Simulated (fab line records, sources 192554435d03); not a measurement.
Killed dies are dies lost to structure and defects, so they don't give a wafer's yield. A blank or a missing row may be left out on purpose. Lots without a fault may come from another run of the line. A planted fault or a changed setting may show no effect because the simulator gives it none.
Split-lot experiment | flow n5_finfet | 7 lots, 21 wafers read, on a route of 1938 steps

THE SPLIT
At N5_SDB_ALD_29 (deposits SiNx, target thk 30 nm, pulse time 1 s, ald cycles 600), the setting ald_cycles was moved away from the recipe's 600 on 6 of the 21 wafers read, by -16.5% to +15.2%. The other wafers ran this setting at the recipe's value.

The reading is taken at the split's own step.

THE READING
SiNx_of_SDB_ALD_29.thk_nm (the simulator's own value, which no gauge read), in nm, at N5_SDB_ALD_29 (deposits SiNx, target thk 30 nm, pulse time 1 s, ald cycles 600). The file gives no usual value for it. The 15 wafers here that ran the recipe average 30.0 nm, standard deviation 0.13 nm.

wafer  | tool, chamber at the split | ald_cycles as run | against the recipe | SiNx_of_SDB_ALD_29.thk_nm, nm | against lot-mates on the recipe
L074.3 | ald_sin-03, 2              | 600               | recipe             | 30.2                          | -
L074.4 | ald_sin-03, 3              | 600               | recipe             | 30                            | -
L074.6 | ald_sin-03, 1              | 600               | recipe             | 29.8                          | -
L075.1 | ald_sin-01, 3              | 691               | +15.2%             | 34.6                          | +4.6
L075.2 | ald_sin-01, 2,1            | 600               | recipe             | 30                            | -
L075.3 | ald_sin-01, 2,1            | 600               | recipe             | 30                            | -
L077.2 | ald_sin-04, 0              | 600               | recipe             | 30.2                          | -
L077.5 | ald_sin-04, 0              | 600               | recipe             | 30.2                          | -
L077.3 | ald_sin-04, 1              | 600               | recipe             | 30                            | -
L078.2 | ald_sin-04, 1              | 501               | -16.5%             | 25.2                          | -4.9
L078.5 | ald_sin-04, 0              | 600               | recipe             | 30                            | -
L078.6 | ald_sin-04, 1              | 600               | recipe             | 30.2                          | -
L087.1 | ald_sin-03, 0              | 600               | recipe             | 29.8                          | -
L087.3 | ald_sin-03, 3              | 600               | recipe             | 30                            | -
L087.4 | ald_sin-03, 2              | 600               | recipe             | 30.2                          | -
L092.3 | ald_sin-03, 1,2            | 567               | -5.5%              | 28.4                          | -1.6
L092.4 | ald_sin-03, 1,2            | 567               | -5.5%              | 28.4                          | -1.6
L092.6 | ald_sin-03, 2              | 600               | recipe             | 30                            | -
L097.1 | ald_sin-01, 2              | 628               | +4.7%              | 31.4                          | +1.4
L097.4 | ald_sin-01, 3              | 628               | +4.7%              | 31.6                          | +1.6
L097.5 | ald_sin-01, 1              | 600               | recipe             | 30                            | -
Where a row lists several chambers, the file gives one row for several wafers and doesn't say which wafer went through which chamber.

THE FIT
A straight line over all 21 wafers: SiNx_of_SDB_ALD_29.thk_nm changes by +0.298 nm for each +1% of ald_cycles; r = +1.00; the points scatter about the line by 0.12 nm.
The same after taking each lot's own level away (the mean of its wafers on the recipe; 21 wafers): +0.301 nm for each +1%; r = +1.00; scatter 0.11 nm.
On that fit, the largest move of ald_cycles shifts the reading by 5 nm.
The lots' own levels span 30.00 to 30.13 nm, that is 1.0 times the standard deviation above.
So the lot-to-lot level changes the slope little: the two slopes agree.
Check: with one of the wafers moved furthest among these (-16.5%) left out of the fit, the line predicts -4.98 nm for it against its lot-mates. It came out at -4.9 nm against them.

OTHER SPLITS ON THESE WAFERS
These wafers also went through other splits before the reading. Each is held against what the fit with the lots' levels taken away leaves over:
other split on the same wafers | wafers away from the commonest value | r with SiNx_of_SDB_ALD_29.thk_nm (lot level and that fit taken away)
N5_ZERO_LAYER_COAT_05 spin_rpm | 4                                    | +0.21
N5_ZERO_LAYER_ETCH_18 bias_w   | 6                                    | +0.00
N5_FIN_SAQP_COAT_50 spin_rpm   | 8                                    | -0.11
N5_FIN_CUT_EXPOSE_05 dose_mj   | 7                                    | -0.07
N5_DUMMY_GATE_HM_DEP_06 time_s | 15                                   | -0.10
N5_DUMMY_GATE_COAT_28 spin_rpm | 10                                   | +0.12
N5_SD_EPI_N_EPI_21 temp_c      | 7                                    | +0.16
N5_SDB_COAT_04 spin_rpm        | 6                                    | +0.11

THE WHOLE CHAIN: every reading that the file lists as answering this split, in the file's order
step          | what it does                                                      | reading                                                                    | change (the file's fit)                                                            | r (the file's)
N5_SDB_ALD_29 | deposits SiNx, target thk 30 nm, pulse time 1 s, ald cycles 600   | SiNx_of_SDB_ALD_29.thk_nm (the simulator's own value, which no gauge read) | +0.3 nm for each +1% of the setting                                                | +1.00
N5_SDB_CMP_30 | polishes, stops on poly-Si, t overpolish 1.54 s, target thk 30 nm | SiNx_of_SDB_ALD_29.thk_nm (the simulator's own value, which no gauge read) | not straight: 25.2 at the lowest setting, 30.04 at the recipe, 27.6 at the highest | not given

THE FILE'S OWN FIT
SiNx_of_SDB_ALD_29.thk_nm changes by +0.3 nm for each +1% of ald_cycles, r = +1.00.
